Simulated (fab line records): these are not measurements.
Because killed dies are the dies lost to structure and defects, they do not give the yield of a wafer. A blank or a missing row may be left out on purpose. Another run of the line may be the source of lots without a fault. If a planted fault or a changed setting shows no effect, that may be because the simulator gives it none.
fab line records | flow n5-finfet
record lots=7 wafers=20 last-day=19
route steps=1938 shown BEOL_M4@1026 PASSIVATION@1936
lots with no fault: from the same line, run without faults
start-h: hours from the record's first day to the start of the lot's first wafer shown | wait-h: how many hours have passed since the lot's step before this one | " repeats the value in the row above | L1.1+2: one row covering several wafers at once | - either no value or no given start | * or withheld: withheld | < > ~ a bound
route shown NAME@n: NAME is a module with steps in the file, n the number in the route of the first one | usual: mean and standard deviation over wafers with no fault | same: alike in all rows | chamber/n: place in a boat | sites: per-site readings | _std_site: the values' standard deviation | _edge_site: inner sites' mean taken away from outer sites' mean | radius-mm: for every site, how far away it sits from the centre of the wafer | mask NAME#n: copy n | behind: the last tool/chamber to shape the wafer | hold: reason for holding the lot/hours on hold/outcome of the hold | device: names the non-switching transistor (n, p or np) | end of line: tests run on the same wafers once the route is complete | for a step that has no rows: nothing shown but its recipe | killed: not the wafer's yield, but the dies lost to structure and defects at the first sort | map: dies across one wafer; x = killed, . = not, _ = none there
set.NAME: the setting as run; set.NAME@STEP: as run at that earlier step | model.NAME: the simulator's own value behind a step, which no gauge read
lots at some steps of the route; a table a step, a row a wafer
services: a tool's chamber out of use, with start hour (start-h, from the record's first day; less than 0 if before it), hours out, and reason
## steps
# step N5_BEOL_M4_COAT_62
# recipe resist=SiARC temp-c=220 time-s=60 spin-rpm=1500 resist-thk-nm=12
# step N5_BEOL_M4_COAT_73
# recipe resist=underlayer temp-c=205 time-s=60 spin-rpm=1500 resist-thk-nm=5
# step N5_BEOL_M4_COAT_05
# recipe resist=CAR-EUV spin-rpm=1500 resist-thk-nm=30
# step N5_BEOL_M4_EBR_07
# recipe solvent=PGMEA ebr-width-mm=1.5
# step N5_BEOL_M4_SOFTBAKE_06
# recipe temp-c=110 time-s=60 resist=CAR-EUV
# step N5_BEOL_M4_EXPOSE_08
# recipe mask-id=M4 na=0.33 source-shape=dipole sigma-inner=0.369 sigma-outer=0.767 polarization=unpolarized dose-mj=41.25
# step N5_BEOL_M4_PEB_09
# recipe peb-temp-c=100 peb-time-s=60 resist=CAR-EUV
# step N5_BEOL_M4_DEVELOP_10
# recipe develop-time-s=30 developer=TMAH resist=CAR-EUV rinse-liquid=surfactant-rinse dry=air-spin dev-temp-c=23
# step N5_BEOL_M4_CD_MEAS_11
# recipe target-cd-nm=16.79 landing-energy-ev=500 detector=se-inlens polarity=opening
# usual cd-nm=16.77/0.24
# columns lot.wafer tool chamber start-h wait-h cd-nm
L516.3 cd-sem-03 0 206.90 - 16.58
L516.4 " 0 " " 16.59
L516.5 " 0 " " 16.76
L519.1 cd-sem-02 0 214.28 - 17.19
L519.3 " 0 " " 16.64
L519.4 " 0 " " 17.14
L527.3 cd-sem-03 0 292.11 - 16.75
L527.4 " 0 " " 16.62
L530.1 cd-sem-02 0 308.13 - 16.98
L530.2 " 0 " " 16.82
L530.6 " 0 " " 17.25
L532.1 cd-sem-02 0 315.59 - 17.06
L532.4 " 0 " " 16.83
L532.6 " 0 " " 16.85
L533.2 cd-sem-03 0 316.77 - 17.12
L533.3 " 0 " " 16.70
L533.6 " 0 " " 16.59
L535.2 cd-sem-02 0 322.85 - 16.85
L535.3 " 0 " " 16.72
L535.5 " 0 " " 16.63
# step N5_BEOL_M4_OVL_MEAS_12
# recipe points-per-wafer=522
# usual M4_OVL=-0.2/0.64
# columns lot.wafer tool chamber start-h wait-h M4_OVL[nm]
L516.3 overlay-01 0 206.94 0.0 -0.6
L516.4 " 0 " " 0.0
L516.5 " 0 " " 0.3
L519.1 overlay-01 0 214.31 0.0 0.0
L519.3 " 0 " " 0.5
L519.4 " 0 " " -0.1
L527.3 overlay-02 0 292.15 0.0 -0.5
L527.4 " 0 " " -0.6
L530.1 overlay-02 0 308.16 0.0 0.2
L530.2 " 0 " " -0.4
L530.6 " 0 " " 0.0
L532.1 overlay-02 0 315.62 0.0 0.5
L532.4 " 0 " " 0.3
L532.6 " 0 " " -1.0
L533.2 overlay-01 0 316.81 0.0 -0.2
L533.3 " 0 " " -0.8
L533.6 " 0 " " -0.1
L535.2 overlay-01 0 322.88 0.0 0.0
L535.3 " 0 " " -0.6
L535.5 " 0 " " 0.7
# step N5_BEOL_M4_INSPECT_13
# recipe mode=adi inspect-instrument=brightfield
# usual raw-defect-count=390/110
# columns lot.wafer tool chamber start-h wait-h raw-defect-count
L516.3 defect-inspect-02 - 206.99 0.0 330
L516.4 " - " " 400
L516.5 " - " " 288
L519.1 defect-inspect-01 - 214.37 0.1 334
L519.3 " - " " 395
L519.4 " - " " 309
L527.3 defect-inspect-01 - 292.20 0.0 315
L527.4 " - " " 473
L530.1 defect-inspect-01 - 308.22 0.1 387
L530.2 " - " " 230
L530.6 " - " " 241
L532.1 defect-inspect-01 - 315.68 0.1 410
L532.4 " - " " 425
L532.6 " - " " 300
L533.2 defect-inspect-02 - 316.86 0.0 617
L533.3 " - " " 559
L533.6 " - " " 505
L535.2 defect-inspect-02 - 322.93 0.0 439
L535.3 " - " " 446
L535.5 " - " " 715
# step N5_BEOL_M4_DESCUM_16
# recipe chemistry=O2 time-s=7 source-power-w=50 bias-power-w=20 pressure-mtorr=20 rf-frequency-hz=2.712e+07 temp-c=40 resist=CAR-EUV o2-flow-sccm=225
# usual drypump-motor-current-A=5.52/0.22 oes-product-au=0.77/0.068 rf-fwd-power-W=49.40/0.23 rf-vpp-V=242.8/1.3 showerhead-plenum-p-Torr=2.08/0.066 throttle-valve-pct=20.41/0.25
# columns lot.wafer tool chamber start-h wait-h drypump-motor-current-A oes-product-au rf-fwd-power-W rf-hours-counter-h rf-vpp-V showerhead-plenum-p-Torr throttle-valve-pct
L516.3 rie-diel-05 0 207.12 0.1 5.13 0.74 49.59 178 243.6 2.17 20.79
L516.4 " 3 " " 5.59 0.90 49.34 43 244.3 2.13 20.32
L516.5 " 1 " " 5.51 0.95 49.38 - 244.3 2.15 20.37
L519.1 rie-diel-03 1 214.40 0.0 5.44 0.87 49.39 52 242.3 2.12 20.01
L519.3 " 2 " " 5.59 0.74 49.56 157 239.9 1.91 20.39
L519.4 " 3 " " 5.33 0.85 49.26 59 243.5 2.13 20.71
L527.3 rie-diel-05 2 292.23 0.0 5.92 0.69 49.31 237 241.2 2.07 20.35
L527.4 " 1 " " 5.50 0.89 49.38 35 242.7 2.14 20.40
L530.1 rie-diel-05 2 308.26 0.0 5.92 0.69 49.74 242 243.4 2.06 20.35
L530.2 " 1 " " 5.53 0.88 49.40 41 243.1 2.14 20.42
L530.6 " 3 " " 5.58 0.86 49.53 - 243.0 2.12 20.38
L532.1 rie-diel-05 3 315.71 0.0 5.59 0.83 49.68 80 244.1 2.12 20.38
L532.4 " 2 " " 5.91 0.69 49.77 - 242.5 2.06 20.37
L532.6 " 3 " " 5.60 0.83 49.46 - 244.3 2.12 20.36
L533.2 rie-diel-06 2 317.19 0.3 5.28 0.69 49.58 233 241.6 2.07 20.26
L533.3 " 0 " " 5.55 0.70 48.89 236 241.4 1.98 20.69
L533.6 " 0 " " 5.51 0.70 48.88 - 241.6 1.98 20.71
L535.2 rie-diel-06 3 322.99 0.1 5.33 0.75 49.60 176 243.5 2.09 20.63
L535.3 " 1 " " 5.86 0.75 49.47 141 242.2 2.09 20.00
L535.5 " 0 " " 5.52 0.71 49.29 - 241.7 1.98 20.69
# step N5_BEOL_M4_ETCH_74
# recipe chemistry=N2/H2 target=underlayer target-depth-a=65 mask-material=CAR-EUV time-s=5.2 ion-energy-ev=200 pressure-mtorr=30 source-w=840 bias-w=150 n2-flow-sccm=200 h2-flow-sccm=200 ends=cleared
# usual drypump-motor-current-A=5.53/0.23 etch-rf-on-time-s=5.23/0.088 oes-product-au=0.66/0.058 rf-fwd-power-W=819.7/2.7 rf-vpp-V=523.3/2.5 showerhead-plenum-p-Torr=2.52/0.078 throttle-valve-pct=17.83/0.2
# columns lot.wafer tool chamber start-h wait-h drypump-motor-current-A etch-rf-on-time-s oes-product-au rf-fwd-power-W rf-hours-counter-h rf-vpp-V showerhead-plenum-p-Torr throttle-valve-pct
L516.3 rie-diel-05 0 207.15 0.0 5.13 5.24 0.62 819.7 178 525.6 2.63 18.16
L516.4 " 3 " " 5.60 5.24 0.74 820.0 43 525.7 2.59 17.68
L516.5 " 1 " " 5.58 5.09 0.81 818.2 - 524.8 2.60 17.79
L519.1 rie-diel-03 1 214.44 0.0 5.49 5.14 0.75 822.7 52 526.5 2.57 17.47
L519.3 " 2 " " 5.60 5.19 0.63 818.9 157 517.7 2.33 17.84
L519.4 " 3 " " 5.32 5.17 0.72 822.1 59 523.9 2.58 18.04
L527.3 rie-diel-05 2 292.26 0.0 5.90 5.32 0.60 819.2 237 520.5 2.51 17.73
L527.4 " 1 " " 5.55 6.74 0.65 818.9 35 525.7 2.59 17.81
L530.1 rie-diel-05 2 308.29 0.0 5.90 5.40 0.58 814.1 242 523.7 2.50 17.73
L530.2 " 1 " " 5.53 6.82 0.64 821.7 41 526.2 2.59 17.82
L530.6 " 3 " " 5.59 5.12 0.73 820.9 - 522.4 2.57 17.74
L532.1 rie-diel-05 3 315.75 0.0 5.58 5.21 0.70 814.3 80 525.7 2.57 17.75
L532.4 " 2 " " 5.93 7.19 0.50 818.9 - 523.4 2.50 17.75
L532.6 " 3 " " 5.61 5.21 0.72 818.8 - 523.9 2.57 17.76
L533.2 rie-diel-06 2 317.22 0.0 5.27 5.26 0.59 820.8 233 523.4 2.51 17.71
L533.3 " 0 " " 5.54 5.30 0.60 822.4 236 519.5 2.39 18.09
L533.6 " 0 " " 5.55 5.29 0.59 820.0 - 518.8 2.39 18.08
L535.2 rie-diel-06 3 323.02 0.0 5.33 5.19 0.63 818.5 176 521.3 2.54 18.10
L535.3 " 1 " " 5.91 5.15 0.64 816.2 141 523.8 2.54 17.59
L535.5 " 0 " " 5.55 5.27 0.59 819.1 - 523.0 2.39 18.08
# step N5_BEOL_M4_ETCH_63
# recipe chemistry=CF4 target=SiARC target-depth-a=156 mask-material=CAR-EUV time-s=26 ion-energy-ev=80 pressure-mtorr=40 source-w=545 bias-w=36 Ar_flow_sccm=100 cf4-flow-sccm=100 ends=cleared
# usual drypump-motor-current-A=5.52/0.22 etch-rf-on-time-s=26.1/0.46 oes-product-au=0.66/0.059 rf-fwd-power-W=532.2/2.2 rf-vpp-V=183.9/1.1 showerhead-plenum-p-Torr=2.13/0.062 throttle-valve-pct=15.61/0.22
# columns lot.wafer tool chamber start-h wait-h drypump-motor-current-A etch-rf-on-time-s oes-product-au rf-fwd-power-W rf-hours-counter-h rf-vpp-V showerhead-plenum-p-Torr throttle-valve-pct
L516.3 rie-diel-05 0 207.17 0.0 5.12 26.0 0.62 531.2 178 183.0 2.22 15.95
L516.4 " 3 " " 5.58 26.1 0.75 532.1 43 184.5 2.18 15.45
L516.5 " 1 " " 5.57 25.0 0.82 529.1 - 183.8 2.19 15.43
L519.1 rie-diel-03 1 214.46 0.0 5.46 25.9 0.75 530.2 52 186.0 2.17 15.20
L519.3 " 2 " " 5.60 26.0 0.63 531.5 157 181.6 1.98 15.72
L519.4 " 3 " " 5.33 25.8 0.72 533.5 59 184.3 2.17 15.79
L527.3 rie-diel-05 2 292.28 0.0 5.90 27.1 0.58 535.0 237 183.7 2.12 15.60
L527.4 " 1 " " 5.54 25.3 0.77 529.4 35 184.5 2.18 15.49
L530.1 rie-diel-05 2 308.31 0.0 5.93 27.1 0.59 535.4 242 183.7 2.11 15.61
L530.2 " 1 " " 5.51 25.1 0.76 531.0 41 184.3 2.18 15.50
L530.6 " 3 " " 5.57 26.0 0.72 529.4 - 183.5 2.17 15.51
L532.1 rie-diel-05 3 315.77 0.0 5.60 25.9 0.71 532.1 80 184.4 2.17 15.53
L532.4 " 2 " " 5.90 26.9 0.59 534.0 - 181.6 2.11 15.61
L532.6 " 3 " " 5.60 26.1 0.71 530.3 - 184.1 2.17 15.53
L533.2 rie-diel-06 2 317.24 0.0 5.29 25.8 0.59 535.2 233 184.5 2.12 15.54
L533.3 " 0 " " 5.54 26.2 0.60 527.9 236 183.5 2.03 15.89
L533.6 " 0 " " 5.56 26.4 0.59 534.0 - 182.8 2.03 15.89
L535.2 rie-diel-06 3 323.04 0.0 5.33 25.9 0.64 533.7 176 185.4 2.13 15.79
L535.3 " 1 " " 5.86 25.9 0.64 531.4 141 183.8 2.15 15.33
L535.5 " 0 " " 5.55 26.4 0.60 531.6 - 182.7 2.03 15.89
# step N5_BEOL_M4_RC_MEAS_101
# usual DIBL_N=36.3/1.2 DIBL_P=36.3/1.4 IOFF_N=0.160/0.02 IOFF_P=0.210/0.025 ION_N=675/9.5 ION_P=462/7 SS_N=71.5/0.53 SS_P=73.4/0.55 VT_N=249.5/2.6 VT_P=-250.1/2.9
# columns lot.wafer tool chamber start-h wait-h DIBL_N[mV/V] DIBL_P[mV/V] IOFF_N[nA/um] IOFF_P[nA/um] ION_N[uA/um] ION_P[uA/um] SS_N[mV/dec] SS_P[mV/dec] VT_N[mV] VT_P[mV]
L516.3 prober-01 0 217.18 0.3 38.7 38.6 0.172 0.204 672 456 71.3 74.3 247.4 -251.5
L516.4 " 0 " " 36.3 35.5 0.122 0.163 655 448 71.2 73.3 255.3 -255.2
L516.5 " 0 " " 39.0 38.6 0.175 0.213 677 453 72.3 73.9 249.6 -251.1
L519.1 prober-02 0 220.82 0.0 37.0 37.8 0.171 0.207 667 455 72.6 73.8 245.5 -250.6
L519.3 " 0 " " 35.8 37.3 0.155 0.191 669 452 72.1 73.8 248.3 -253.1
L519.4 " 0 " " 36.0 36.9 0.145 0.180 659 449 71.6 73.6 250.6 -252.6
L527.3 prober-01 0 317.53 0.3 34.9 35.9 0.144 0.179 679 466 71.6 72.7 252.2 -254.4
L527.4 " 0 " " 37.2 38.5 0.188 0.213 680 461 71.4 73.2 248.3 -250.6
L532.1 prober-01 0 334.37 0.0 34.5 34.8 0.144 0.179 673 456 70.2 71.9 251.6 -254.8
L532.4 " 0 " " 35.2 36.1 0.167 0.198 684 467 70.8 73.4 247.0 -250.6
L532.6 " 0 " " 35.2 35.1 0.160 0.185 675 458 71.4 72.3 249.6 -254.0
L530.1 prober-02 0 338.15 0.0 38.0 39.3 0.195 0.254 681 471 71.8 72.9 247.0 -247.5
L530.2 " 0 " " 36.0 36.0 0.144 0.194 675 463 71.4 73.5 249.6 -252.1
L530.6 " 0 " " 38.7 39.4 0.194 0.248 692 471 71.4 74.3 245.6 -246.6
L533.2 prober-01 0 344.78 0.2 35.6 36.0 0.156 0.203 679 467 71.0 73.2 250.4 -251.1
L533.3 " 0 " " 34.5 34.2 0.126 0.171 667 456 70.7 72.8 252.0 -252.9
L533.6 " 0 " " 35.7 35.7 0.150 0.198 676 461 70.9 73.6 252.8 -251.7
L535.2 prober-01 0 356.15 0.2 36.0 37.3 0.190 0.201 660 448 72.0 72.8 247.1 -254.9
L535.3 " 0 " " 35.3 37.3 0.179 0.207 670 450 71.0 73.1 247.2 -250.9
L535.5 " 0 " " 36.7 38.6 0.202 0.221 684 455 71.5 73.9 247.4 -252.8
# step N5_PASSIVATION_PROBE_49
# usual defect-limited-yield=90.9/1.3 killed_at_M0_to_M3=36/11 killed_at_M4_up=13/5.1 killed-at-contacts=14/4.9 killed-at-front-end=41/10 killed-at-other=3.4/2.6 killed-dies=107/16 killed-open=70/11 killed-short=36/7.8 sort_bin_5_function=5.4/0.84 sort_bin_6_memory=3.4/0.67 sort-n-pass=1073/16 sort-yield-pct=90.9/1.3
# same gross-dies=1180 killed-at-back-side=0 sort_bin_4_leakage[%]=0 sort_bin_8_speed[%]=0
# columns lot.wafer tool chamber start-h wait-h defect-limited-yield[%] killed_at_M0_to_M3 killed_at_M4_up killed-at-contacts killed-at-front-end killed-at-other killed-dies killed-open killed-short sort_bin_5_function[%] sort_bin_6_memory[%] sort-n-pass sort-yield-pct[%]
L519.1 prober-01 - 341.52 0.0 91.3 40 3 23 32 5 103 73 30 5.8 2.8 1077 91.3
L519.3 prober-01 - 341.62 0.1 90.4 43 13 9 40 8 113 70 42 5.6 3.6 1067 90.4
L519.4 prober-01 - 341.67 0.2 90.8 38 18 11 38 3 108 73 33 5.3 3.7 1072 90.8
# killed by level:class
L519.1 MOL_CONTACT_COAG:geometric-particle:open=20 BEOL_M3:geometric-particle:open=18 FIN_SAQP:geometric-particle:open=7 GATE_CUT:geometric-particle:open=6 BEOL_M2:geometric-particle:open=5 DUMMY_GATE:geometric-particle:open=4 BEOL_M0_SAQP:geometric-particle:short=4 BEOL_M1:geometric-particle:open=4
L519.3 BEOL_M3:geometric-particle:open=12 FIN_SAQP:geometric-particle:short=11 BEOL_M0_SAQP:geometric-particle:open=8 MOL_CONTACT_COAG:geometric-particle:open=7 BEOL_M2:geometric-particle:open=6 MIM_TOP:geometric-particle:short=6 DUMMY_GATE:geometric-particle:open=5 GATE_CUT:geometric-particle:open=5
L519.4 BEOL_M3:geometric-particle:open=9 MOL_CONTACT_COAG:geometric-particle:open=8 BEOL_M4:geometric-particle:open=7 FIN_SAQP:geometric-particle:open=6 DUMMY_GATE:geometric-particle:open=6 BEOL_M3:geometric-particle:short=6 BEOL_M2:geometric-particle:open=5 BEOL_M0_SAQP:geometric-particle:open=5
## services
# columns tool chamber start-h hours kind
rie-diel-05 2 191.71 1.3 repair
rie-diel-06 2 285.04 20.5 repair
rie-diel-03 1 290.99 9.8 repair
rie-diel-05 0 297.70 19.9 repair
rie-diel-06 0 300.01 1.3 repair
rie-diel-06 3 303.75 16.3 repair
rie-diel-06 2 311.68 4.3 repair
rie-diel-06 - 315.30 0.9 repair
## key
first-sign step=N5_BEOL_M4_ETCH_74 reading=etch-rf-on-time-s direction=up sigmas=19 usual=* struck=*
effect none on later readings
met-at N5_BEOL_M4_ETCH_74
struck-wafers L527.4,L530.2,L532.4
onset-between 207.15 292.26
fault kind=process-parameter-drift tool=rie-diel-05 chamber=- onset-h=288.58 steps=N5_BEOL_M4_ETCH_74 channel=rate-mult offset=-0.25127 shape=step end-h=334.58 scope=struck-wafers-only
